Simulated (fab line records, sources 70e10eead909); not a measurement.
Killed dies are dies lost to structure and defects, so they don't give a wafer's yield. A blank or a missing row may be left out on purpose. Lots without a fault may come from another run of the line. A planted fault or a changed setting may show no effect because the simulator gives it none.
fab line records | flow nand_harc
record lots=14 wafers=42 last_day=24
route steps=1159 shown A_START@389 A_ZERO_WELL@401 A_ONON_D1@429 END@1159
lots that met no fault: from a run of the same line without faults
start_h: hours from the record's first day to the start of the lot's first wafer shown | wait_h: hours since the lot's step before | " the same as in the row above | L1.1+2: a row that stands for several wafers | - no value, or no start given | * or withheld: withheld | < > ~ a bound
route shown NAME@n: a module of which the file shows steps, and the number in the route of the first | usual: mean/standard deviation of fault-free wafers | same: alike in all rows | chamber/n: place in a boat | sites: the reading at each site | _std_site: their standard deviation | _edge_site: outer sites' mean less inner sites' | radius_mm: how far each site lies from the wafer's centre | mask NAME#n: copy n | behind: the tool/chamber that last shaped the wafer | hold: why the lot was held/for how many hours/how that ended | device: the transistor (n, p or np) that didn't switch | end of line: the same wafers' tests at the end of the route | a step without rows: its recipe alone | killed: dies lost to structure and defects at the first sort, not the wafer's yield | map: a wafer's dies, x killed, . not, _ none there
set.NAME: the setting as run; set.NAME@STEP: as run at that earlier step | model.NAME: the simulator's own value behind a step, which no gauge read
steps of the route over a sample of lots; a table a step, a row a wafer
services: from which hour (start_h, from the record's first day; less than 0 if before it) a tool's chamber was out of use, for how many hours, and why
## steps
# step NHARC_A_START_INSPECT_01
# usual raw_defect_count=3.4/1.9
# columns lot.wafer tool chamber start_h wait_h raw_defect_count
L818.1 defect_inspect-01 - 155.71 - 4
L818.4 " - " " 2
L818.6 " - " " 1
L819.3 defect_inspect-01 - 165.89 - 2
L819.4 " - " " 4
L819.6 " - " " 6
L822.2 defect_inspect-02 - 175.14 - 6
L822.5 " - " " 6
L822.6 " - " " 4
L821.1 defect_inspect-01 - 178.42 - 6
L821.2 " - " " 2
L821.4 " - " " 3
L825.2 defect_inspect-02 - 192.88 - 3
L825.3 " - " " 2
L825.6 " - " " 3
L823.4 defect_inspect-01 - 193.70 - 1
L823.5 " - " " 2
L823.6 " - " " 4
L827.1 defect_inspect-02 - 204.97 - 1
L827.5 " - " " 1
L827.6 " - " " 6
L826.2 defect_inspect-02 - 205.80 - 1
L826.3 " - " " 3
L826.5 " - " " 1
L829.1 defect_inspect-02 - 216.19 - 3
L829.3 " - " " 6
L829.4 " - " " 5
L828.1 defect_inspect-02 - 217.07 - 3
L828.2 " - " " 2
L828.4 " - " " 5
L830.4 defect_inspect-02 - 236.15 - 6
L830.5 " - " " 2
L830.6 " - " " 1
L832.4 defect_inspect-01 - 242.16 - 4
L832.5 " - " " 6
L832.6 " - " " 6
L833.1 defect_inspect-01 - 247.26 - 4
L833.2 " - " " 0
L833.3 " - " " 3
L837.1 defect_inspect-02 - 266.99 - 3
L837.4 " - " " 4
L837.5 " - " " 3
# step NHARC_A_ZERO_WELL_CD_MEAS_10
# recipe target_cd_nm=2000 landing_energy_ev=500
# usual cd_nm=2000/3.1
# columns lot.wafer tool chamber start_h wait_h cd_nm
L818.1 cd_sem-02 0 156.56 - 1999
L818.4 " 0 " " 1997
L818.6 " 0 " " 1998
L819.3 cd_sem-03 0 166.62 - 1995
L819.4 " 0 " " 1997
L819.6 " 0 " " 1999
L822.2 cd_sem-03 0 175.99 - 1996
L822.5 " 0 " " 1997
L822.6 " 0 " " 1999
L821.1 cd_sem-03 0 179.27 - 1999
L821.2 " 0 " " 2003
L821.4 " 0 " " 2001
L825.2 cd_sem-03 0 193.74 - 2003
L825.3 " 0 " " 1998
L825.6 " 0 " " 2001
L823.4 cd_sem-03 0 194.54 - 1999
L823.5 " 0 " " 1998
L823.6 " 0 " " 1997
L827.1 cd_sem-03 0 205.68 - 1999
L827.5 " 0 " " 2001
L827.6 " 0 " " 1997
L826.2 cd_sem-01 0 206.66 - 2004
L826.3 " 0 " " 2004
L826.5 " 0 " " 2002
L829.1 cd_sem-03 0 217.03 - 1999
L829.3 " 0 " " 2002
L829.4 " 0 " " 2003
L828.1 cd_sem-02 0 217.91 - 2003
L828.2 " 0 " " 2003
L828.4 " 0 " " 2001
L830.4 cd_sem-01 0 236.87 - 1998
L830.5 " 0 " " 1998
L830.6 " 0 " " 1997
L832.4 cd_sem-01 0 243.00 - 2001
L832.5 " 0 " " 2003
L832.6 " 0 " " 1999
L833.1 cd_sem-02 0 248.10 - 1997
L833.2 " 0 " " 1996
L833.3 " 0 " " 1997
L837.1 cd_sem-03 0 267.84 - 2003
L837.4 " 0 " " 2007
L837.5 " 0 " " 2009
# step NHARC_A_ONON_D1_THK_MEAS_08
# recipe thk_meas_gauge=ellipsometry
# usual thk_nm=998/10
# columns lot.wafer tool chamber start_h wait_h thk_nm
L818.1 film_metro-01 - 180.49 - 1002
L818.4 " - " " 1003
L818.6 " - " " 1002
L819.3 film_metro-01 - 190.52 - 1006
L819.4 " - " " 1005
L819.6 " - " " 1007
L822.2 film_metro-01 - 199.73 - 985
L822.5 " - " " 985
L822.6 " - " " 986
L821.1 film_metro-01 - 208.45 - 994
L821.2 " - " " 993
L821.4 " - " " 994
L825.2 film_metro-01 - 219.67 - 1000
L825.3 " - " " 999
L825.6 " - " " 998
L823.4 film_metro-02 - 219.80 - 988
L823.5 " - " " 988
L823.6 " - " " 987
L826.2 film_metro-01 - 231.68 - 1024
L826.3 " - " " 1022
L826.5 " - " " 1025
L827.1 film_metro-01 - 231.81 - 1002
L827.5 " - " " 1004
L827.6 " - " " 1003
L829.1 film_metro-01 - 242.47 - 999
L829.3 " - " " 1000
L829.4 " - " " 1000
L828.1 film_metro-01 - 242.48 - 989
L828.2 " - " " 989
L828.4 " - " " 987
L830.4 film_metro-01 - 264.52 - 992
L830.5 " - " " 990
L830.6 " - " " 991
L832.4 film_metro-02 - 264.54 - 997
L832.5 " - " " 999
L832.6 " - " " 998
L833.1 film_metro-01 - 272.53 - 988
L833.2 " - " " 989
L833.3 " - " " 988
L837.1 film_metro-02 - 290.77 - 997
L837.4 " - " " 999
L837.5 " - " " 998
# step NHARC_A_ONON_D1_DEP_19
# recipe target_thk_a=10000 n2_flow_sccm=2750 n2o_flow_sccm=2000 nh3_flow_sccm=500 sih4_flow_sccm=210 temp_c=400
# usual sih4_flow_sccm=210.0/0.52
# columns lot.wafer tool chamber start_h wait_h sih4_flow_sccm
L818.1 pecvd_onon-02 0 188.74 0.1 210.0
L818.4 " 0 " " 210.3
L818.6 " 0 " " 209.8
L819.3 pecvd_onon-02 0 201.08 0.2 209.7
L819.4 " 0 " " 209.6
L819.6 " 0 " " 209.6
L822.2 pecvd_onon-02 0 209.05 0.1 210.0
L822.5 " 0 " " 209.4
L822.6 " 0 " " 208.9
L821.1 pecvd_onon-02 0 217.78 0.1 210.6
L821.2 " 0 " " 209.8
L821.4 " 0 " " 209.8
L825.2 pecvd_onon-02 0 231.01 0.2 210.3
L825.3 " 0 " " 209.9
L825.6 " 0 " " 209.6
L823.4 pecvd_onon-01 0 231.12 0.4 208.5
L823.5 " 0 " " 209.8
L823.6 " 0 " " 210.5
L827.1 pecvd_onon-01 0 240.04 0.1 210.3
L827.5 " 0 " " 210.7
L827.6 " 0 " " 210.3
L826.2 pecvd_onon-02 0 240.08 0.1 210.8
L826.3 " 0 " " 209.3
L826.5 " 0 " " 209.8
L829.1 pecvd_onon-02 0 250.90 0.1 209.8
L829.3 " 0 " " 210.6
L829.4 " 0 " " 210.7
L828.1 pecvd_onon-04 0 250.92 0.1 210.3
L828.2 " 0 " " 209.5
L828.4 " 0 " " 210.2
L830.4 pecvd_onon-02 0 273.89 0.2 211.1
L830.5 " 0 " " 209.3
L830.6 " 0 " " 211.1
L832.4 pecvd_onon-04 0 273.90 0.2 210.0
L832.5 " 0 " " 209.4
L832.6 " 0 " " 209.8
L833.1 pecvd_onon-02 0 280.90 0.1 209.8
L833.2 " 0 " " 210.2
L833.3 " 0 " " 210.7
L837.1 pecvd_onon-04 0 299.04 0.2 210.2
L837.4 " 0 " " 210.5
L837.5 " 0 " " 210.1
# step NHARC_A_ONON_D1_THK_MEAS_21
# recipe thk_meas_gauge=ellipsometry
# usual thk_nm=1000/10
# columns lot.wafer tool chamber start_h wait_h thk_nm
L818.1 film_metro-02 - 189.25 - 1001
L818.4 " - " " 1002
L818.6 " - " " 1002
L819.3 film_metro-01 - 201.47 - 990
L819.4 " - " " 990
L819.6 " - " " 992
L822.2 film_metro-01 - 209.51 - 1025
L822.5 " - " " 1025
L822.6 " - " " 1025
L821.1 film_metro-02 - 218.28 - 991
L821.2 " - " " 989
L821.4 " - " " 989
L825.2 film_metro-01 - 231.46 - 998
L825.3 " - " " 998
L825.6 " - " " 997
L823.4 film_metro-02 - 231.46 - 1025
L823.5 " - " " 1022
L823.6 " - " " 1026
L826.2 film_metro-01 - 240.54 - 991
L826.3 " - " " 991
L826.5 " - " " 992
L827.1 film_metro-02 - 240.55 - 1013
L827.5 " - " " 1011
L827.6 " - " " 1012
L829.1 film_metro-01 - 251.40 - 1002
L829.3 " - " " 656
L829.4 " - " " 656
L828.1 film_metro-02 - 251.42 - 995
L828.2 " - " " 995
L828.4 " - " " 995
L830.4 film_metro-02 - 274.23 - 666
L830.5 " - " " 1013
L830.6 " - " " 1012
L832.4 film_metro-01 - 274.23 - 995
L832.5 " - " " 995
L832.6 " - " " 994
L833.1 film_metro-01 - 281.41 - 991
L833.2 " - " " 991
L833.3 " - " " 646
L837.1 film_metro-01 - 299.56 - 1002
L837.4 " - " " 999
L837.5 " - " " 1001
# step NHARC_END_SORT_01
# recipe temp_c=25
# usual killed_at_array=28/11 killed_at_other=0.5/0.87 killed_at_periphery=2.9/2.2 killed_dies=32/11 killed_open=3.2/1.9 killed_short=1.8/1.4
# same gross_dies=677
# columns lot.wafer tool chamber start_h wait_h killed_at_array killed_at_other killed_at_periphery killed_dies killed_open killed_short
L825.2 prober-02 0 492.15 2.8 43 0 5 48 5 4
L825.3 prober-02 0 492.95 3.1 32 0 6 38 7 3
L825.6 prober-02 0 495.33 4.0 41 0 4 45 9 3
L829.1 prober-01 0 516.31 2.6 54 1 2 57 5 1
L829.3 prober-01 0 517.92 3.1 672 2 3 677 2 2
L829.4 prober-01 0 518.72 3.4 674 0 3 677 4 3
L830.4 prober-02 0 545.45 3.5 673 1 3 677 2 5
L830.5 prober-02 0 546.26 3.8 39 2 8 49 4 2
L830.6 prober-02 0 547.08 4.1 36 1 4 41 3 0
L833.1 prober-01 0 550.75 2.5 37 0 0 37 1 0
L833.2 prober-01 0 551.56 2.8 53 0 3 56 1 4
L833.3 prober-01 0 552.36 3.1 677 0 0 677 5 1
# killed by level:class
L825.2 A_CHANNEL_HOLE_D1:chamber_film_flake=18 A_SLIT:chamber_film_flake=16 A_CHANNEL_FILL_D1:geometric_particle:short=2 A_STAIRCASE:chamber_film_flake=2 P_STI:geometric_particle:open=1 P_M0:geometric_particle:short=1 P_M0:geometric_particle:open=1 A_ONON_D1:geometric_particle:short=1
L825.3 A_CHANNEL_HOLE_D1:chamber_film_flake=19 A_CONTACT:chamber_film_flake=3 A_SLIT:chamber_film_flake=2 A_STAIRCASE:chamber_film_flake=2 P_STI:geometric_particle:open=1 P_STI:geometric_particle:short=1 P_GATE:geometric_particle:open=1 P_CONTACT:geometric_particle:open=1
L825.6 A_CHANNEL_HOLE_D1:chamber_film_flake=17 A_SLIT:chamber_film_flake=12 A_CONTACT:chamber_film_flake=4 P_GATE:geometric_particle:open=2 A_ONON_D1:geometric_particle:open=2 A_CHANNEL_FILL_D1:geometric_particle:short=2 P_STI:geometric_particle:open=1 P_CONTACT:geometric_particle:open=1
L829.1 A_CHANNEL_HOLE_D1:chamber_film_flake=23 A_SLIT:chamber_film_flake=14 A_STAIRCASE:chamber_film_flake=9 A_ONON_D1:geometric_particle:open=2 A_STAIRCASE:geometric_particle:open=1 A_WL_FILL:geometric_particle:open=1 A_BLC:geometric_particle:open=1 STARTING-WAFER:geometric_particle:short=1
L829.3 A_ONON_D1:area_dep=620 A_CHANNEL_HOLE_D1:chamber_film_flake=22 A_SLIT:chamber_film_flake=21 A_STAIRCASE:chamber_film_flake=5 P_STI:chamber_film_flake=2 A_ONON_D1:geometric_particle:short=1 A_CHANNEL_FILL_D1:geometric_particle:short=1 A_CONTACT:geometric_particle:open=1
L829.4 A_ONON_D1:area_dep=620 A_CHANNEL_HOLE_D1:chamber_film_flake=18 A_SLIT:chamber_film_flake=14 A_STAIRCASE:chamber_film_flake=12 A_M0:chamber_film_flake=3 A_ONON_D1:geometric_particle:open=2 P_GATE:geometric_particle:open=1 A_ONON_D1:geometric_particle:short=1
L830.4 A_ONON_D1:area_dep=632 A_CHANNEL_HOLE_D1:chamber_film_flake=17 A_SLIT:chamber_film_flake=11 A_STAIRCASE:chamber_film_flake=6 P_GATE:chamber_film_flake=3 A_WL_FILL:geometric_particle:short=2 A_CHANNEL_FILL_D1:geometric_particle:short=1 A_BLC:geometric_particle:open=1
L830.5 A_SLIT:chamber_film_flake=14 A_CHANNEL_HOLE_D1:chamber_film_flake=11 A_STAIRCASE:chamber_film_flake=7 P_GATE:chamber_film_flake=4 P_STI:chamber_film_flake=3 A_CONTACT:chamber_film_flake=3 P_CONTACT:geometric_particle:open=1 A_SOURCE_PLATE:geometric_particle:open=1
L830.6 A_CHANNEL_HOLE_D1:chamber_film_flake=16 A_SLIT:chamber_film_flake=14 A_STAIRCASE:chamber_film_flake=4 P_GATE:chamber_film_flake=2 P_GATE:geometric_particle:open=1 P_M2:geometric_particle:open=1 A_BLC:geometric_particle:open=1 A_CONTACT:chamber_film_flake=1
L833.1 A_SLIT:chamber_film_flake=17 A_CHANNEL_HOLE_D1:chamber_film_flake=12 A_CONTACT:chamber_film_flake=3 A_ZERO_WELL:chamber_film_flake=2 A_ONON_D1:geometric_particle:open=1 A_STAIRCASE:chamber_film_flake=1 A_WL_FILL:chamber_film_flake=1
L833.2 A_SLIT:chamber_film_flake=19 A_CHANNEL_HOLE_D1:chamber_film_flake=18 A_CONTACT:chamber_film_flake=7 A_STAIRCASE:chamber_film_flake=3 A_CHANNEL_HOLE_D1:geometric_particle:short=2 P_STI:geometric_particle:open=1 A_SLIT:geometric_particle:short=1 A_WL_FILL:geometric_particle:short=1
L833.3 A_ONON_D1:area_dep=625 A_SLIT:chamber_film_flake=20 A_CHANNEL_HOLE_D1:chamber_film_flake=20 A_CONTACT:chamber_film_flake=3 A_STAIRCASE:chamber_film_flake=2 A_ONON_D1:geometric_particle:open=1 A_CHANNEL_HOLE_D1:geometric_particle:open=1 A_SGD_CUT:geometric_particle:open=1
## services
# columns tool chamber start_h hours kind
pecvd_onon-01 - 195.28 13.0 pm
pecvd_onon-04 - 237.00 13.0 pm
pecvd_onon-02 - 292.00 13.0 pm
## key
first_sign step=NHARC_A_ONON_D1_THK_MEAS_21 reading=thk_nm direction=down sigmas=34 usual=1000 struck=656
effect step=NHARC_END_SORT_01 reading=killed_at_array direction=up sigmas=59 usual=28 struck=674
more_kills_born_at NHARC_A_ONON_D1_DEP_19@pecvd_onon-02=2497
met_at NHARC_A_ONON_D1_DEP_19
struck_lots L829,L830,L833
struck_wafers L829.3,L829.4,L830.4,L833.3
later_rows_left_out L829.3,L829.4,L830.4,L833.3
tester_left_out L829,L830,L833
not_acting_at NHARC_A_START_INSPECT_01,NHARC_A_ZERO_WELL_CD_MEAS_10,NHARC_A_ONON_D1_THK_MEAS_08
onset_between 240.08 250.90
fault kind=process_parameter_drift tool=pecvd_onon-02 chamber=- onset_h=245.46 steps=NHARC_A_ONON_D1_DEP_19 channel=target_thk_a offset=* shape=step end_h=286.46 scope=struck_wafers_only acts_in=* stated=*
# tester_left_out: of these lots the tester's yield and bins aren't shown, on N5 and GAA mostly nor the transistor test; their killed dies are dies lost to structure and defects alone, not to doping, threshold or leakage, so they don't give the yield
# later_rows_left_out: the simulator's readings of these wafers behind a module that went badly wrong aren't trusted and aren't shown, but for the sort
